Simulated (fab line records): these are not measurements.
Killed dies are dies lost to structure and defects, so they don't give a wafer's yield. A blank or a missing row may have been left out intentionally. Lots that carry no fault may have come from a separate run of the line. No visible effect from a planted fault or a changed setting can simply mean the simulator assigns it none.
One fault through the eyes of 2 desks -- flow nand_harc -- what lay behind the numbers comes last; until then each desk has only its own

THE METROLOGY DESK
What the gauges read, lot by lot, whatever tool the lot ran on: means of the sampled wafers that have a number. If a lot's mean is further than 4 standard deviations from the usual mean, the lot is out of limits and carries the mark OUT (the distance appears in the brackets).
Columns: A = thk_nm at NHARC_P_BONDPAD_THK_MEAS_20, usual 160.5 nm; B = thk_nm at NHARC_A_ONON_D1_THK_MEAS_08, usual 999 nm
lot,first seen here,A,B
L725,day 6 18:44,162.4,1012
L727,day 7 13:07,160.5,995
L728,day 8 01:44,160.2,996
L730,day 8 23:18,161.5,1003
L731,day 9 10:02,158.8,996
L732,day 9 15:01,158.5,1007
L733,day 10 03:04,160.5,983
L736,day 11 06:19,159.5,988
L741,day 13 15:05,161.5,1008
L743,day 14 04:36,159.6,514 (-49) OUT
L744,day 14 13:27,159.5,530 (-47) OUT
L745,day 15 11:24,160.6,993
L747,day 16 00:55,161.6,1009
This desk's verdict: out of limits on L743, L744, starting with L743 at day 15 08:16 (thk_nm at NHARC_A_ONON_D1_THK_MEAS_08). L725, L727, L728, L730, L731, L732, L733, L736, L741, L745, L747 stayed within limits.

DESK OF THE TOOL OWNER: pecvd_onon-04
The tool's own readings at NHARC_A_ONON_D1_DEP_06 (target thk 1000 nm): means of the sampled wafers that have a number, for each lot that ran on this tool. If a lot's mean is further than 4 standard deviations from the usual mean, the lot is out of limits and carries the mark OUT (the distance appears in the brackets).
Columns: A = sih4_flow_sccm at NHARC_A_ONON_D1_DEP_06, usual 210.0 sccm
lot,first seen here,A
L725,day 7 18:10,209.8
L727,day 8 12:35,209.4
L728,day 9 01:56,209.7
L730,day 10 02:23,210.3
L731,day 10 12:31,209.8
L732,day 10 16:05,209.2
L733,day 11 04:44,209.9
L736,day 12 10:26,210.5
L743,day 15 07:52,210.1
L744,day 15 14:07,209.6
This desk's verdict: no lot among the 10 shows anything out of limits.

BROUGHT TOGETHER
The metrology desk could have raised an alarm at day 15 08:16, on L743, L744.
The tool owner's desk saw nothing out of limits.
Tool owner's desk: L743, L744 on record, inside its limits.
NHARC_A_ONON_D1_DEP_06 was run on pecvd_onon-04 by each of the lots named.

WHAT HAD BEEN PUT IN BY THE SIMULATOR
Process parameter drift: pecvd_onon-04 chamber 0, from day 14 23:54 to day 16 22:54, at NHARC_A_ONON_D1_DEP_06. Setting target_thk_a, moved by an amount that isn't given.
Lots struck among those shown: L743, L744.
Delay in hours, fault start to first out-of-limits reading, per desk: metrology desk 8.
